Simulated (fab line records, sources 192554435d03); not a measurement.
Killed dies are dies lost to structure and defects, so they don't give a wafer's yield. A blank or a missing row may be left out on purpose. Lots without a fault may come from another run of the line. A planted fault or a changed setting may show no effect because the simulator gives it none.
Which tool did it? | flow n5_finfet | 12 lots, 36 wafers sampled, at 4 steps of a route of 1938

WHAT THE GAUGES READ, wafer by wafer
N5_BEOL_M3_THK_MEAS_01.
lot  | measured     | on            | M3_ILD_THK (nm)
L075 | day 7 03:53  | film_metro-02 | 78.6 79.7 80.8
L077 | day 7 13:45  | film_metro-01 | 78.1 77.5 78.3
L079 | day 8 04:04  | film_metro-01 | 76.5 79.9 80.1
L081 | day 8 18:14  | film_metro-01 | 78.1 78.3 79.9
L083 | day 9 00:23  | film_metro-01 | 78.4 79.8 79.4
L086 | day 10 07:10 | film_metro-01 | 78.7 78.4 79.0
L087 | day 10 10:50 | film_metro-01 | 77.7 79.3 78.9
L089 | day 10 15:49 | film_metro-01 | 78.5 77.5 79.7
L091 | day 10 22:57 | film_metro-01 | 79.1 80.4 79.7
L093 | day 12 00:34 | film_metro-01 | 77.5 78.4 78.9
L095 | day 12 06:51 | film_metro-02 | 79.6 81.8 80.7
L097 | day 12 17:51 | film_metro-02 | 78.2 78.8 80.0

WHICH TOOL RAN EACH LOT (tool, then ch and the chambers of the sampled wafers, then the start)
lot  | N5_BEOL_M2_SPUTTER_88        | N5_BEOL_M2_SPUTTER_90        | N5_BEOL_M3_ILD_DEP_00
L075 | pvd_sputter-02, day 7 01:49  | pvd_sputter-02, day 7 02:02  | pecvd-04 ch 0,1,2, day 7 03:49
L077 | pvd_sputter-02, day 7 11:40  | pvd_sputter-02, day 7 11:53  | pecvd-01 ch 0,1,2, day 7 13:41
L079 | pvd_sputter-03, day 8 01:55  | pvd_sputter-03, day 8 02:08  | pecvd-04 ch 0,1,2, day 8 04:00
L081 | pvd_sputter-01, day 8 16:08  | pvd_sputter-01, day 8 16:21  | pecvd-02 ch 0,1, day 8 18:10
L083 | pvd_sputter-01, day 8 22:17  | pvd_sputter-01, day 8 22:30  | pecvd-01 ch 0,2, day 9 00:20
L086 | pvd_sputter-01, day 10 05:05 | pvd_sputter-01, day 10 05:19 | pecvd-04 ch 0,1, day 10 07:05
L087 | pvd_sputter-02, day 10 08:46 | pvd_sputter-02, day 10 08:59 | pecvd-01 ch 1,2, day 10 10:46
L089 | pvd_sputter-03, day 10 13:44 | pvd_sputter-03, day 10 13:58 | pecvd-04 ch 0,1,2, day 10 15:45
L091 | pvd_sputter-02, day 10 20:44 | pvd_sputter-02, day 10 20:57 | pecvd-01 ch 0,1, day 10 22:53
L093 | pvd_sputter-01, day 11 22:22 | pvd_sputter-01, day 11 22:35 | pecvd-02 ch 0,2, day 12 00:30
L095 | pvd_sputter-01, day 12 04:46 | pvd_sputter-01, day 12 04:59 | pecvd-02 ch 0,2, day 12 06:47
L097 | pvd_sputter-03, day 12 15:46 | pvd_sputter-03, day 12 15:59 | pecvd-01 ch 1,2, day 12 17:46
- N5_BEOL_M2_SPUTTER_88: material Cu, target thk 4.5 nm, time 8.29 s.
- N5_BEOL_M2_SPUTTER_90: material Cu, target thk 4.5 nm, time 8.29 s.
- N5_BEOL_M3_ILD_DEP_00: deposits SiOC from DEMS/O2, target thk 79 nm, time 15.3 s.

THE ANSWER, worked out from the rows above alone
Rule: what is usual is taken from the lots themselves. Put in order of their means at a reading, lots are off if they are a third of the lots or fewer, leave a main group of 4 or more, and stand apart from it by a gap of 3 or more times the standard deviation of the main group's means; of several such gaps the widest counts. A main group whose means are all the same, to the digits that the tables above print for the reading, isn't used. A lot without any number at a reading at which 4 lots or more have one is off too. The other lots that the step has rows for count as sound.
No lot is off at any reading shown: from this, nothing can be told.

WHAT THE SIMULATOR HAD PUT IN
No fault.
